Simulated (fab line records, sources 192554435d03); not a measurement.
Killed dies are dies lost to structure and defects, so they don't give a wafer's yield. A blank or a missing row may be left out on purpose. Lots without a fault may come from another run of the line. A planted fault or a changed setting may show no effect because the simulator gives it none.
fab line records | flow n5_finfet | part 1 of 2: steps 1 to 27 of 34
record lots=5 wafers=15 last_day=15
route steps=1938 shown MOL_CONTACT_COAG@621 BEOL_M0_SAQP@632
lots that met no fault: from a run of the same line without faults
start_h: hours from the record's first day to the start of the lot's first wafer shown | wait_h: hours since the lot's step before | " the same as in the row above | L1.1+2: a row that stands for several wafers | - no value, or no start given | * or withheld: withheld | < > ~ a bound
route shown NAME@n: a module of which the file shows steps, and the number in the route of the first | usual: mean/standard deviation of fault-free wafers | same: alike in all rows | chamber/n: place in a boat | sites: the reading at each site | _std_site: their standard deviation | _edge_site: outer sites' mean less inner sites' | radius_mm: how far each site lies from the wafer's centre | mask NAME#n: copy n | behind: the tool/chamber that last shaped the wafer | hold: why the lot was held/for how many hours/how that ended | device: the transistor (n, p or np) that didn't switch | end of line: the same wafers' tests at the end of the route | a step without rows: its recipe alone | killed: dies lost to structure and defects at the first sort, not the wafer's yield | map: a wafer's dies, x killed, . not, _ none there
set.NAME: the setting as run; set.NAME@STEP: as run at that earlier step | model.NAME: the simulator's own value behind a step, which no gauge read
lots at some steps of the route; a table a step, a row a wafer
services: from which hour (start_h, from the record's first day; less than 0 if before it) a tool's chamber was out of use, for how many hours, and why
## steps
# step N5_MOL_CONTACT_COAG_SRD_139
# recipe dry=ipa_marangoni time_s=30 temp_c=23 rinse_liquid=diw
# usual temp_c=22.99/0.11
# columns lot.wafer tool chamber start_h wait_h temp_c
L074.4 wet_bench-01 2 105.74 0.0 22.83
L074.5 " 5 " " 22.98
L074.6 " 0 " " 23.11
L079.1 wet_bench-01 0 132.26 0.0 23.07
L079.2 " 3 " " 22.93
L079.5 " 1 " " 22.94
L080.3 wet_bench-01 1 136.02 0.0 22.98
L080.4 " 3 " " 22.94
L080.5 " 0 " " 22.85
L081.2 wet_bench-06 6 151.18 0.0 22.87
L081.4 " 0 " " 23.09
L081.5 " 7 " " 22.93
L082.3 wet_bench-01 6 151.38 0.0 23.07
L082.4 " 7 " " 23.05
L082.5 " 1 " " 23.19
# step N5_MOL_CONTACT_COAG_CD_MEAS_101
# recipe target_cd_nm=16
# usual cd_nm=16.03/0.26
# columns lot.wafer tool chamber start_h wait_h cd_nm
L074.4 cd_sem-02 - 105.79 0.0 15.74
L074.5 " - " " 15.49
L074.6 " - " " 15.80
L079.1 cd_sem-03 - 132.30 0.0 15.97
L079.2 " - " " 15.94
L079.5 " - " " 16.15
L080.3 cd_sem-03 - 136.06 0.0 16.00
L080.4 " - " " 16.16
L080.5 " - " " 16.51
L081.2 cd_sem-03 - 151.22 0.0 15.81
L081.4 " - " " 15.95
L081.5 " - " " 16.00
L082.3 cd_sem-02 - 151.43 0.0 16.22
L082.4 " - " " 15.77
L082.5 " - " " 16.52
# step N5_MOL_CONTACT_COAG_PRE_CLEAN_121
# recipe gas=H2/He time_s=* temp_c=withheld
# columns lot.wafer tool chamber start_h wait_h
L074.4+5+6 cvd_w-01 1,1,0 105.87 0.1
L079.1+2+5 cvd_w-02 1,0,0 132.34 0.0
L080.3+4+5 cvd_w-01 1,0,1 136.13 0.1
L081.2+4+5 cvd_w-02 0 151.27 0.0
L082.3+4+5 cvd_w-01 0,1,1 151.49 0.1
# step N5_MOL_CONTACT_COAG_CVD_140
# recipe material=W target_thk_a=665 mode=selective_fill temp_c=300 time_s=215
# usual heater_power_w=518/57
# columns lot.wafer tool chamber start_h wait_h heater_power_w
L074.4 cvd_w-01 1 106.01 0.1 443
L074.5 " 1 " " 446
L074.6 " 0 " " 496
L079.1 cvd_w-02 1 132.43 0.1 533
L079.2 " 0 " " 612
L079.5 " 0 " " 593
L080.3 cvd_w-01 1 136.27 0.1 449
L080.4 " 0 " " 498
L080.5 " 1 " " 443
L081.2 cvd_w-02 0 151.36 0.1 589
L081.4 " 0 " " 600
L081.5 " 0 " " 605
L082.3 cvd_w-01 0 151.63 0.1 508
L082.4 " 1 " " 451
L082.5 " 1 " " 449
# step N5_MOL_CONTACT_COAG_PRECLEAN_127
# recipe chemistry=DIW time_s=57.5 temp_c=23
# usual temp_c=23.01/0.12
# columns lot.wafer tool chamber start_h wait_h temp_c
L074.4 wet_bench-05 6 106.20 0.1 23.03
L074.5 " 0 " " 22.88
L074.6 " 3 " " 23.01
L079.1 wet_bench-06 7 132.70 0.2 23.04
L079.2 " 6 " " 23.06
L079.5 " 5 " " 22.83
L080.3 wet_bench-05 3 136.46 0.1 23.02
L080.4 " 6 " " 23.34
L080.5 " 5 " " 23.15
L081.2 wet_bench-06 5 151.63 0.2 22.95
L081.4 " 7 " " 22.69
L081.5 " 6 " " 22.99
L082.3 wet_bench-01 3 151.82 0.1 23.11
L082.4 " 5 " " 23.09
L082.5 " 4 " " 22.91
# step N5_MOL_CONTACT_COAG_SRD_128
# recipe dry_time_s=32 dry=n2_spin spin_rpm=1500
# columns lot.wafer tool chamber start_h wait_h
L074.4+5+6 wet_bench-05 6,0,3 106.22 0.0
L079.1+2+5 wet_bench-06 7,6,5 132.72 0.0
L080.3+4+5 wet_bench-05 3,6,5 136.48 0.0
L081.2+4+5 wet_bench-06 5,7,6 151.64 0.0
L082.3+4+5 wet_bench-01 3,5,4 151.84 0.0
# step N5_MOL_CONTACT_COAG_CMP_52
# recipe stop_on=SiO2 t_overpolish_s=1.5 post_cmp_clean=w_dilute_nh4oh down_force_psi=4 platen_rpm=50.289 pad_velocity_m_s=1.0006 target_thk_nm=66.5
# usual motor_current_A=12.0/0.94 overpolish_run_s=1.500/0.0089 time_to_endpoint_s=13.7/1.9
# columns lot.wafer tool chamber start_h wait_h motor_current_A overpolish_run_s time_to_endpoint_s
L074.4 cmp-01 0 106.28 0.1 12.4 1.513 11.9
L074.6 " 3 " " 10.6 1.489 16.1
L074.5 " 0 " " 11.6 1.492 13.4
L079.2 cmp-02 3 132.75 0.0 12.8 1.512 13.9
L079.1 " 2 " " 13.0 1.506 14.2
L079.5 " 0 " " 11.1 1.501 11.2
L080.4 cmp-02 3 136.51 0.0 12.3 1.507 13.7
L080.3 " 0 " " 11.4 1.494 12.5
L080.5 " 3 " " 11.8 1.503 14.0
L081.2 cmp-01 0 151.71 0.1 11.8 1.493 16.6
L081.4 " 1 " " 13.2 1.501 16.2
L081.5 " 0 " " 12.1 1.489 15.9
L082.4 cmp-01 0 151.90 0.1 11.6 1.499 14.1
L082.3 " 3 " " 10.6 1.509 15.5
L082.5 " 0 " " 11.8 1.506 15.3
# step N5_MOL_CONTACT_COAG_THK_MEAS_53
# recipe reads=SiO2_of_MOL_CONTACT_COAG_PECVD_31
# usual VIA_MOL_THK=43.8/0.65
# columns lot.wafer tool chamber start_h wait_h VIA_MOL_THK[nm]
L074.4 film_metro-02 - 106.54 - 44.2
L074.5 " - " " 43.9
L074.6 " - " " 44.4
L079.1 film_metro-02 - 133.04 - 43.2
L079.2 " - " " 43.4
L079.5 " - " " 44.1
L080.3 film_metro-01 - 136.81 - 43.9
L080.4 " - " " 44.3
L080.5 " - " " 44.9
L081.2 film_metro-01 - 151.97 - 43.3
L081.4 " - " " 44.2
L081.5 " - " " 45.1
L082.3 film_metro-02 - 152.20 - 43.3
L082.4 " - " " 43.8
L082.5 " - " " 43.7
# step N5_MOL_CONTACT_COAG_ANNEAL_112
# recipe temp_c=400 time_s=1800 ambient=HPD2 pressure_atm=10
# usual wafer_temp_C_max=401.3/0.34
# columns lot.wafer tool chamber start_h wait_h wafer_temp_C_max
L074.4 hp_anneal-01 0 106.57 0.0 401.2
L074.5 " 0 " " 401.2
L074.6 " 0 " " 401.4
L079.1 hp_anneal-01 0 133.07 0.0 401.1
L079.2 " 0 " " 401.6
L079.5 " 0 " " 401.2
L080.3 hp_anneal-01 0 136.83 0.0 401.0
L080.4 " 0 " " 401.0
L080.5 " 0 " " 401.3
L081.2 hp_anneal-01 0 152.00 0.0 401.4
L081.4 " 0 " " 401.5
L081.5 " 0 " " 400.8
L082.3 hp_anneal-01 0 155.00 2.8 401.8
L082.4 " 0 " " 401.0
L082.5 " 0 " " 401.1
# step N5_MOL_CONTACT_COAG_INSPECT_97
# recipe inspect_instrument=darkfield mode=post_anneal
# usual raw_defect_count=46/17
# columns lot.wafer tool chamber start_h wait_h raw_defect_count
L074.4 defect_inspect-02 - 109.66 0.1 70
L074.5 " - " " 63
L074.6 " - " " 61
L079.1 defect_inspect-02 - 136.09 0.0 60
L079.2 " - " " 54
L079.5 " - " " 63
L080.3 defect_inspect-02 - 139.91 0.1 38
L080.4 " - " " 32
L080.5 " - " " 30
L081.2 defect_inspect-02 - 155.05 0.1 24
L081.4 " - " " 54
L081.5 " - " " 101
L082.3 defect_inspect-02 - 158.06 0.1 52
L082.4 " - " " 27
L082.5 " - " " 50
# step N5_BEOL_M0_SAQP_PECVD_00
# recipe material=SiCN target_thk_a=80 temp_c=withheld precursor=3MS/NH3 pressure_torr=3 rf_w=202 time_s=14
# usual showerhead_plenum_p_Torr=3.668/0.012 throttle_valve_pct=9.1/0.63
# columns lot.wafer tool chamber start_h wait_h showerhead_plenum_p_Torr throttle_valve_pct
L074.4 pecvd-04 0 109.96 0.1 3.657 9.0
L074.5 " 2 " " 3.644 9.0
L074.6 " 1 " " 3.706 9.5
L079.1 pecvd-03 0 136.43 0.2 3.654 8.5
L079.2 " 2 " " 3.654 8.5
L079.5 " 1 " " 3.668 10.5
L080.3 pecvd-01 1 140.20 0.1 3.672 9.7
L080.4 " 1 " " 3.670 9.7
L080.5 " 2 " " 3.665 9.3
L081.2 pecvd-01 0 155.37 0.2 3.654 8.4
L081.4 " 1 " " 3.671 9.8
L081.5 " 2 " " 3.661 9.4
L082.3 pecvd-03 0 158.37 0.1 3.664 8.6
L082.4 " 2 " " 3.659 8.5
L082.5 " 0 " " 3.655 8.4
# step N5_BEOL_M0_SAQP_ILD_DEP_01
# recipe material=SiOC target_thk_a=454.19 temp_c=350 precursor=DEMS/O2 pressure_torr=5 rf_w=500 time_s=8.7
# usual heater_power_w=436/59 showerhead_plenum_p_Torr=5.698/0.014 throttle_valve_pct=12.1/0.82
# columns lot.wafer tool chamber start_h wait_h heater_power_w showerhead_plenum_p_Torr throttle_valve_pct
L074.4 pecvd-04 0 109.99 0.0 523 5.679 11.7
L074.5 " 2 " " 407 5.690 11.8
L074.6 " 1 " " 523 5.736 12.7
L079.1 pecvd-03 0 136.45 0.0 461 5.702 11.3
L079.2 " 2 " " 499 5.688 11.2
L079.5 " 1 " " 419 5.696 13.7
L080.3 pecvd-01 1 140.23 0.0 417 5.684 12.7
L080.4 " 1 " " 421 5.683 13.0
L080.5 " 2 " " 403 5.668 12.4
L081.2 pecvd-01 0 155.39 0.0 394 5.696 11.5
L081.4 " 1 " " 435 5.679 12.9
L081.5 " 2 " " 331 5.696 12.5
L082.3 pecvd-03 0 158.41 0.0 417 5.698 11.4
L082.4 " 2 " " 527 5.701 11.0
L082.5 " 0 " " 412 5.687 11.8
# step N5_BEOL_M0_SAQP_HM_DEP_02
# recipe material=TiN target_thk_a=120 temp_c=25 chamber_pressure_pa=0.49996
# usual substrate_temp_c=25.01/0.11 throttle_valve_pct=30.1/1.2
# columns lot.wafer tool chamber start_h wait_h substrate_temp_c throttle_valve_pct
L074.4 pvd_sputter-02 - 110.49 0.5 24.84 32.0
L074.5 " - " " 25.02 28.8
L074.6 " - " " 25.02 31.6
L079.1 pvd_sputter-03 - 138.52 2.1 25.01 30.6
L079.2 " - " " 25.07 30.5
L079.5 " - " " 25.21 30.1
L080.3 pvd_sputter-02 - 140.47 0.2 24.93 31.6
L080.4 " - " " 24.80 29.4
L080.5 " - " " 24.81 29.1
L081.2 pvd_sputter-01 - 156.04 0.6 24.91 30.2
L081.4 " - " " 24.82 30.9
L081.5 " - " " 24.92 30.1
L082.3 pvd_sputter-01 - 159.74 1.3 24.80 30.8
L082.4 " - " " 24.91 30.2
L082.5 " - " " 24.89 30.6
# step N5_BEOL_M0_SAQP_PECVD_03
# recipe material=SiCN target_thk_a=120 temp_c=withheld precursor=3MS/NH3 pressure_torr=3 rf_w=202 time_s=21.1
# usual showerhead_plenum_p_Torr=3.669/0.014 throttle_valve_pct=9.1/0.58
# columns lot.wafer tool chamber start_h wait_h showerhead_plenum_p_Torr throttle_valve_pct
L074.4 pecvd-04 1 110.63 0.1 3.702 9.6
L074.5 " 2 " " 3.662 8.6
L074.6 " 0 " " 3.649 8.7
L079.1 pecvd-03 2 138.64 0.1 3.658 8.2
L079.2 " 1 " " 3.672 10.6
L079.5 " 1 " " 3.669 10.5
L080.3 pecvd-01 0 140.59 0.1 3.654 8.8
L080.4 " 1 " " 3.660 9.8
L080.5 " 2 " " 3.659 9.5
L081.2 pecvd-03 1 156.17 0.1 3.667 10.3
L081.4 " 0 " " 3.667 8.4
L081.5 " 1 " " 3.664 10.6
L082.3 pecvd-01 2 159.87 0.1 3.668 9.6
L082.4 " 2 " " 3.677 9.2
L082.5 " 1 " " 3.669 9.8
# step N5_BEOL_M0_SAQP_PECVD_96
# recipe material=a-Si target_thk_a=450 temp_c=350 precursor=SiH4/He pressure_torr=3 rf_w=100 time_s=45.2
# usual heater_power_w=577/57 showerhead_plenum_p_Torr=5.68/0.051 throttle_valve_pct=18.3/1.1
# columns lot.wafer tool chamber start_h wait_h heater_power_w showerhead_plenum_p_Torr throttle_valve_pct
L074.4 pecvd-04 1 110.66 0.0 603 5.79 18.9
L074.5 " 2 " " 535 5.64 17.8
L074.6 " 0 " " 602 5.64 17.6
L079.1 pecvd-03 2 138.67 0.0 650 5.65 16.7
L079.2 " 1 " " 580 5.70 21.0
L079.5 " 1 " " 574 5.70 21.1
L080.3 pecvd-01 0 140.62 0.0 520 5.65 17.3
L080.4 " 1 " " 561 5.68 19.7
L080.5 " 2 " " 475 5.67 19.0
L081.2 pecvd-03 1 156.19 0.0 526 5.71 20.7
L081.4 " 0 " " 568 5.68 17.0
L081.5 " 1 " " 510 5.71 21.0
L082.3 pecvd-01 2 159.89 0.0 509 5.65 19.0
L082.4 " 2 " " 524 5.66 18.9
L082.5 " 1 " " 544 5.68 19.3
# step N5_BEOL_M0_SAQP_PECVD_97
# recipe material=SiNx target_thk_a=230 temp_c=350 precursor=SiH4/NH3/N2 pressure_torr=1.5 rf_w=300 time_s=19.9
# usual heater_power_w=514/60 showerhead_plenum_p_Torr=5.16/0.068 throttle_valve_pct=40.3/2.4
# columns lot.wafer tool chamber start_h wait_h heater_power_w showerhead_plenum_p_Torr throttle_valve_pct
L074.4 pecvd-04 1 110.71 0.0 539 5.31 41.8
L074.5 " 2 " " 474 5.13 38.9
L074.6 " 0 " " 557 5.11 38.9
L079.1 pecvd-03 2 138.72 0.0 579 5.13 37.0
L079.2 " 1 " " 489 5.19 46.0
L079.5 " 1 " " 479 5.17 46.1
L080.3 pecvd-01 0 140.66 0.0 488 5.12 38.2
L080.4 " 1 " " 505 5.15 43.1
L080.5 " 2 " " 421 5.12 41.8
L081.2 pecvd-03 1 156.24 0.0 510 5.19 46.2
L081.4 " 0 " " 522 5.17 37.6
L081.5 " 1 " " 523 5.20 45.9
L082.3 pecvd-01 2 159.94 0.0 418 5.13 41.8
L082.4 " 2 " " 413 5.14 41.9
L082.5 " 1 " " 459 5.16 42.9
# step N5_BEOL_M0_SAQP_PECVD_04
# recipe material=a-Si target_thk_a=600 temp_c=350 precursor=SiH4/He pressure_torr=3 rf_w=100 time_s=60.2
# usual heater_power_w=581/59 showerhead_plenum_p_Torr=5.68/0.051 throttle_valve_pct=18.4/1.1
# columns lot.wafer tool chamber start_h wait_h heater_power_w showerhead_plenum_p_Torr throttle_valve_pct
L074.4 pecvd-04 1 110.76 0.0 652 5.78 18.9
L074.5 " 2 " " 567 5.65 17.5
L074.6 " 0 " " 682 5.65 17.7
L079.1 pecvd-03 2 138.75 0.0 672 5.65 16.6
L079.2 " 1 " " 531 5.69 20.9
L079.5 " 1 " " 542 5.72 21.1
L080.3 pecvd-01 0 140.70 0.0 491 5.66 17.2
L080.4 " 1 " " 545 5.68 19.6
L080.5 " 2 " " 469 5.67 19.0
L081.2 pecvd-03 1 156.28 0.0 504 5.71 21.1
L081.4 " 0 " " 579 5.69 16.9
L081.5 " 1 " " 506 5.70 21.1
L082.3 pecvd-01 2 159.98 0.0 517 5.66 18.9
L082.4 " 2 " " 528 5.66 19.3
L082.5 " 1 " " 569 5.67 19.9
# step N5_BEOL_M0_SAQP_THK_MEAS_05
# usual thk_nm=60.0/0.67
# columns lot.wafer tool chamber start_h wait_h thk_nm
L074.4 film_metro-02 - 110.82 0.0 60.6
L074.5 " - " " 60.5
L074.6 " - " " 60.6
L079.1 film_metro-01 - 138.85 0.1 58.9
L079.2 " - " " 59.2
L079.5 " - " " 60.3
L080.3 film_metro-01 - 140.80 0.1 59.6
L080.4 " - " " 60.1
L080.5 " - " " 60.8
L081.2 film_metro-02 - 156.38 0.1 59.5
L081.4 " - " " 60.0
L081.5 " - " " 60.0
L082.3 film_metro-01 - 160.08 0.1 58.5
L082.4 " - " " 60.7
L082.5 " - " " 59.8
# step N5_BEOL_M0_SAQP_HM_DEP_111
# recipe material=SiO2 target_thk_a=120 temp_c=400 precursor=SiH4/N2O pressure_torr=0.75 rf_w=275 time_s=7.2
# usual heater_power_w=706/73 showerhead_plenum_p_Torr=8.17/0.088
# columns lot.wafer tool chamber start_h wait_h heater_power_w showerhead_plenum_p_Torr
L074.4 pecvd-03 2 110.88 0.1 814 8.09
L074.5 " 0 " " 777 8.20
L074.6 " 1 " " 655 8.24
L079.1 pecvd-01 2 138.89 0.0 595 8.15
L079.2 " 0 " " 698 8.12
L079.5 " 2 " " 588 8.14
L080.3 pecvd-01 0 140.84 0.0 659 8.11
L080.4 " 2 " " 639 8.16
L080.5 " 0 " " 645 8.14
L081.2 pecvd-03 0 156.41 0.0 824 8.19
L081.4 " 2 " " 862 8.10
L081.5 " 1 " " 644 8.25
L082.3 pecvd-03 2 160.14 0.1 713 8.08
L082.4 " 0 " " 732 8.20
L082.5 " 0 " " 733 8.20
# step N5_BEOL_M0_SAQP_COAT_81
# recipe resist=SOC temp_c=250 time_s=60 spin_rpm=1500 resist_thk_nm=100
# columns lot.wafer tool chamber start_h wait_h
L074.4+5+6 litho_track-01 0 110.94 0.0
L079.1+2+5 litho_track-05 0 138.96 0.1
L080.3+4+5 litho_track-01 0 140.91 0.1
L081.2+4+5 litho_track-01 0 156.49 0.1
L082.3+4+5 litho_track-01 0 160.23 0.1
# step N5_BEOL_M0_SAQP_COAT_82
# recipe resist=SiARC temp_c=220 time_s=60 spin_rpm=1500 resist_thk_nm=30
# columns lot.wafer tool chamber start_h wait_h
L074.4+5+6 litho_track-01 0 - -
L079.1+2+5 litho_track-05 0 - -
L080.3+4+5 litho_track-01 0 - -
L081.2+4+5 litho_track-01 0 - -
L082.3+4+5 litho_track-01 0 - -
# step N5_BEOL_M0_SAQP_COAT_08
# recipe resist=CAR-ArF spin_rpm=1500 resist_thk_nm=90
# columns lot.wafer tool chamber start_h wait_h
L074.4+5+6 litho_track-01 0 - -
L079.1+2+5 litho_track-05 0 - -
L080.3+4+5 litho_track-01 0 - -
L081.2+4+5 litho_track-01 0 - -
L082.3+4+5 litho_track-01 0 - -
# step N5_BEOL_M0_SAQP_EBR_10
# recipe solvent=PGMEA ebr_width_mm=1.5
# columns lot.wafer tool chamber start_h wait_h
L074.4+5+6 litho_track-01 0 - -
L079.1+2+5 litho_track-05 0 - -
L080.3+4+5 litho_track-01 0 - -
L081.2+4+5 litho_track-01 0 - -
L082.3+4+5 litho_track-01 0 - -
# step N5_BEOL_M0_SAQP_SOFTBAKE_09
# recipe temp_c=110 time_s=60 resist=CAR-ArF
# columns lot.wafer tool chamber start_h wait_h
L074.4+5+6 litho_track-01 0 - -
L079.1+2+5 litho_track-05 0 - -
L080.3+4+5 litho_track-01 0 - -
L081.2+4+5 litho_track-01 0 - -
L082.3+4+5 litho_track-01 0 - -
# step N5_BEOL_M0_SAQP_EXPOSE_11
# recipe mask_id=M0_CORE na=1.35 source_shape=dipole sigma_inner=0.538 sigma_outer=0.738 polarization=te target_cd_nm=42 dose_mj=55
# columns lot.wafer tool chamber start_h wait_h mask
L074.4+5+6 arfi_scanner-03 0 111.20 - M0_CORE#0
L079.1+2+5 arfi_scanner-03 0 139.21 - M0_CORE#0
L080.3+4+5 arfi_scanner-02 0 141.17 - M0_CORE#0
L081.2+4+5 arfi_scanner-03 0 156.74 - M0_CORE#0
L082.3+4+5 arfi_scanner-03 0 160.36 - M0_CORE#0
# step N5_BEOL_M0_SAQP_PEB_12
# recipe peb_temp_c=withheld peb_time_s=60 resist=CAR-ArF
# columns lot.wafer tool chamber start_h wait_h
L074.4+5+6 litho_track-03 0 111.24 0.0
L079.1+2+5 litho_track-03 0 139.27 0.1
L080.3+4+5 litho_track-01 0 141.22 0.0
L081.2+4+5 litho_track-03 0 156.79 0.0
L082.3+4+5 litho_track-01 0 160.41 0.0
# step N5_BEOL_M0_SAQP_DEVELOP_13
# recipe develop_time_s=30 developer=TMAH resist=CAR-ArF dev_temp_c=23 rinse_liquid=diw dry=air_spin
# same develop_time_s=30
# columns lot.wafer tool chamber start_h wait_h
L074.4+5+6 litho_track-03 0 - -
L079.1+2+5 litho_track-03 0 - -
L080.3+4+5 litho_track-01 0 - -
L081.2+4+5 litho_track-03 0 - -
L082.3+4+5 litho_track-01 0 - -
